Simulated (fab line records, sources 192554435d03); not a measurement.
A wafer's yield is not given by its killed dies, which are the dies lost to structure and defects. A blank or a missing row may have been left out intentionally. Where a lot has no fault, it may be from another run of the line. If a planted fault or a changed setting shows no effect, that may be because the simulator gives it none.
Which tool was responsible?	flow n5Finfet	29 wafers from 10 lots sampled at 5 of the route's 1938 steps

== WHAT THE GAUGES READ, wafer by wafer ==
N5_SD_EPI_P_CD_MEAS_09: target cd 240 nm. Usual: cdNm reads 240.2 nm (standard deviation 0.71).
lot	measured	on	cdNm (nm)	flag
L654	day 3 17:13	cdSem-03	239.2 240.0 239.1	
L657	day 4 05:34	cdSem-01	240.0 240.2 240.2	
L659	day 4 20:56	cdSem-03	241.4 240.1 241.0	
L662	day 5 11:35	cdSem-01	240.5 240.5 239.4	
L668	day 7 00:12	cdSem-03	240.3 239.2	
L669	day 7 06:18	cdSem-03	239.8 239.4 240.0	
L671	day 7 16:31	cdSem-01	239.5 240.9 239.7	
L672	day 7 23:34	cdSem-03	238.6 239.7 239.2	
L675	day 9 00:18	cdSem-01	240.5 240.2 240.0	
L676	day 9 04:02	cdSem-01	240.2 239.5 239.9	

N5_SD_EPI_P_INSPECT_11: inspects for defects (macro). Usual: rawDefectCount reads 2.1 (standard deviation 1.4).
lot	measured	on	rawDefectCount	flag
L654	day 3 17:16	defectInspect-02	2 2 2	
L657	day 4 05:37	defectInspect-01	1 1 2	
L659	day 4 20:59	defectInspect-01	1 1 3	
L662	day 5 11:38	defectInspect-01	2 0 4	
L668	day 7 00:15	defectInspect-01	4 4	
L669	day 7 06:22	defectInspect-01	2 2 2	
L671	day 7 16:34	defectInspect-01	3 3 1	
L672	day 7 23:37	defectInspect-01	3 0 4	
L675	day 9 00:21	defectInspect-02	3 0 0	
L676	day 9 04:05	defectInspect-01	0 0 1	

N5_BEOL_M4_RC_MEAS_101. Usual: DIBL_N 36.2 mV/V, standard deviation 1.2; DIBL_P 36.3 mV/V, standard deviation 1.3; IOFF_N 0.155 nA/um, standard deviation 0.019; IOFF_P 0.210 nA/um, standard deviation 0.029; ION_N 677 uA/um, standard deviation 8.6; ION_P 465 uA/um, standard deviation 6.8; SS_N 71.4 mV/dec, standard deviation 0.48; SS_P 73.2 mV/dec, standard deviation 0.53; VT_N 249.9 mV, standard deviation 2.4; VT_P -250 mV, standard deviation 3.2.
lot	measured	on	DIBL_N (mV/V)	DIBL_P (mV/V)	IOFF_N (nA/um)	IOFF_P (nA/um)	ION_N (uA/um)	ION_P (uA/um)	SS_N (mV/dec)	SS_P (mV/dec)	VT_N (mV)	VT_P (mV)	flag
L654	day 8 08:42	prober-01	35.3 36.7 34.3	36.5 38.1 35.1	0.138 0.162 0.116	0.190 0.215 0.163	682 675 674	470 464 460	70.8 72.0 70.3	73.2 73.5 72.9	250.0 250.2 257.5	-251 -249 -254	
L657	day 9 07:53	prober-02	35.7 37.4 37.0	36.0 38.4 37.4	0.144 0.182 0.166	0.215 0.245 0.222	671 678 666	463 469 464	71.6 70.9 71.0	73.4 74.0 73.7	251.6 246.6 249.5	-249 -247 -248	
L659	day 10 00:17	prober-02	35.7 34.8 33.7	36.7 35.9 34.1	0.176 0.147 0.128	0.239 0.219 0.190	682 680 681	470 474 467	71.8 70.9 70.7	72.9 74.0 73.0	251.2 250.3 250.1	-250 -252 -250	
L662	day 10 08:52	prober-01	37.3 35.2 35.7	38.1 36.1 36.5	0.192 0.156 0.164	0.255 0.230 0.228	688 674 676	467 461 467	71.8 71.5 71.1	74.0 73.6 72.9	248.3 248.8 248.3	-245 -245 -249	
L668	day 12 01:39	prober-01	37.0 36.7	37.8 37.1	0.187 0.172	0.269 0.257	680 686	469 478	71.5 71.8	74.1 73.1	245.6 245.8	-244 -246	
L669	day 12 16:52	prober-01	34.9 35.5 35.7	35.2 36.2 36.4	0.129 0.147 0.152	0.162 0.182 0.187	666 669 672	449 455 453	71.6 71.6 72.4	72.5 73.1 73.1	256.9 251.4 251.7	-258 -253 -254	
L671	day 12 18:44	prober-02	36.5 35.7 36.0	37.6 36.6 37.3	0.155 0.142 0.145	0.216 0.194 0.219	672 676 676	464 464 463	70.9 71.5 71.8	73.4 73.3 73.5	250.2 251.9 251.1	-248 -251 -248	
L672	day 12 20:55	prober-02	35.8 35.6 34.0	36.8 36.4 34.9	0.170 0.158 0.139	0.225 0.217 0.197	678 681 679	472 469 467	71.5 71.2 70.5	73.3 73.2 73.4	245.8 249.6 247.4	-248 -248 -249	
L675	day 14 17:31	prober-02	36.7 36.6 37.7	36.1 35.9 38.0	0.170 0.166 0.184	0.206 0.199 0.240	676 676 690	466 461 471	71.5 70.6 72.1	73.0 73.5 73.9	247.0 250.3 245.6	-251 -252 -249	
L676	day 14 10:47	prober-02	35.4 36.9 37.4	33.4 35.5 36.0	0.128 0.159 0.164	0.159 0.188 0.199	657 673 674	451 459 458	70.9 71.7 71.9	72.4 72.8 73.6	252.2 250.4 249.7	-254 -251 -252	

== WHICH TOOL RAN EACH LOT (tool, then ch and the chambers of the sampled wafers, then the start) ==
lot	N5_SD_EPI_P_ETCHBACK_46	N5_SD_EPI_P_ETCH_47
L654	rieDiel-06 ch 0,1,2, day 3 17:43	rieDiel-06 ch 0,1,2, day 3 17:49
L657	rieDiel-03 ch 0,1,3, day 4 06:35	rieDiel-03 ch 0,1,3, day 4 06:41
L659	rieDiel-05 ch 1,2, day 4 21:26	rieDiel-05 ch 1,2, day 4 21:32
L662	rieDiel-03 ch 1,2,3, day 5 12:05	rieDiel-03 ch 1,2,3, day 5 12:11
L668	rieDiel-03 ch 2,3, day 7 00:58	rieDiel-03 ch 2,3, day 7 01:04
L669	rieDiel-03 ch 0,1,3, day 7 06:49	rieDiel-03 ch 0,1,3, day 7 06:55
L671	rieDiel-06 ch 1,2,3, day 7 17:31	rieDiel-06 ch 1,2,3, day 7 17:37
L672	rieDiel-06 ch 0,2, day 8 00:04	rieDiel-06 ch 0,2, day 8 00:10
L675	rieDiel-06 ch 0,1,2, day 9 00:51	rieDiel-06 ch 0,1,2, day 9 00:57
L676	rieDiel-05 ch 0,1,3, day 9 04:34	rieDiel-05 ch 0,1,3, day 9 04:40
- N5_SD_EPI_P_ETCHBACK_46: etches SiNx in CH3F/O2, stops on SiO2, target depth 17.5 nm.
- N5_SD_EPI_P_ETCH_47: etches SiOCN in CH3F/O2, target depth 25 nm.

== AS READ BY THE TOOLS THEMSELVES (means over the sampled wafers that have a number; for cases with no such wafer, the mark the record gives instead) ==
N5_SD_EPI_P_ETCHBACK_46. Usual: drypumpMotorCurrentA 5.5 A, standard deviation 0.38; oesProductAu 0.66 a.u., standard deviation 0.064; rfVppV 296.7 V, standard deviation 2.7; showerheadPlenumPTorr 2.00 Torr, standard deviation 0.049; throttleValvePct 16.38 %, standard deviation 0.23.
lot	tool	drypumpMotorCurrentA (A)	oesProductAu (a.u.)	rfVppV (V)	showerheadPlenumPTorr (Torr)	throttleValvePct (%)	flag
L654	rieDiel-06	5.6	0.64	295.0	1.98	16.46	
L657	rieDiel-03	5.6	0.66	295.8	2.01	16.35	
L659	rieDiel-05	5.5	0.74	297.8	2.00	16.41	
L662	rieDiel-03	5.5	0.67	297.4	2.04	16.27	
L668	rieDiel-03	5.6	0.64	296.5	2.04	16.38	
L669	rieDiel-03	5.6	0.72	296.2	2.00	16.26	
L671	rieDiel-06	5.6	0.61	296.3	1.96	16.56	
L672	rieDiel-06	5.7	0.65	296.7	2.01	16.48	
L675	rieDiel-06	5.6	0.70	296.5	2.05	16.39	
L676	rieDiel-05	5.1	0.66	299.5	1.98	16.32	

N5_SD_EPI_P_ETCH_47. Usual: drypumpMotorCurrentA 5.5 A, standard deviation 0.38; oesProductAu 0.77 a.u., standard deviation 0.078; rfVppV 127.1 V, standard deviation 1.4; showerheadPlenumPTorr 2.00 Torr, standard deviation 0.049; throttleValvePct 16.35 %, standard deviation 0.23.
lot	tool	drypumpMotorCurrentA (A)	oesProductAu (a.u.)	rfVppV (V)	showerheadPlenumPTorr (Torr)	throttleValvePct (%)	flag
L654	rieDiel-06	5.6	0.75	125.9	1.98	16.44	
L657	rieDiel-03	5.6	0.77	126.9	2.01	16.34	
L659	rieDiel-05	5.5	0.86	126.7	2.00	16.38	
L662	rieDiel-03	5.4	0.78	127.7	2.04	16.25	
L668	rieDiel-03	5.6	0.73	126.1	2.04	16.37	
L669	rieDiel-03	5.6	0.84	127.2	2.00	16.23	
L671	rieDiel-06	5.6	0.72	127.4	1.96	16.53	
L672	rieDiel-06	5.7	0.77	127.2	2.01	16.46	
L675	rieDiel-06	5.6	0.82	127.4	2.05	16.37	
L676	rieDiel-05	5.1	0.77	127.2	1.98	16.29	

== THE ANSWER, worked out from the rows above alone ==
Rule: take the mean of a lot's wafers that have a number; if it is more than 3 standard deviations from the usual mean, the lot is off. Also off: a lot with no number at a reading for which 4 or more lots have one. Where the step has rows for the other lots, those lots are counted as sound. The gauges are gone through in route order, then the tools' own readings, and for those a lot's mean is taken as printed above. At the first step where some lot is off, the reading lying furthest off is the one used; lots without a number count as furthest.
No lot is off at any reading shown: from this, nothing can be told.

== WHAT THE SIMULATOR PUT IN ==
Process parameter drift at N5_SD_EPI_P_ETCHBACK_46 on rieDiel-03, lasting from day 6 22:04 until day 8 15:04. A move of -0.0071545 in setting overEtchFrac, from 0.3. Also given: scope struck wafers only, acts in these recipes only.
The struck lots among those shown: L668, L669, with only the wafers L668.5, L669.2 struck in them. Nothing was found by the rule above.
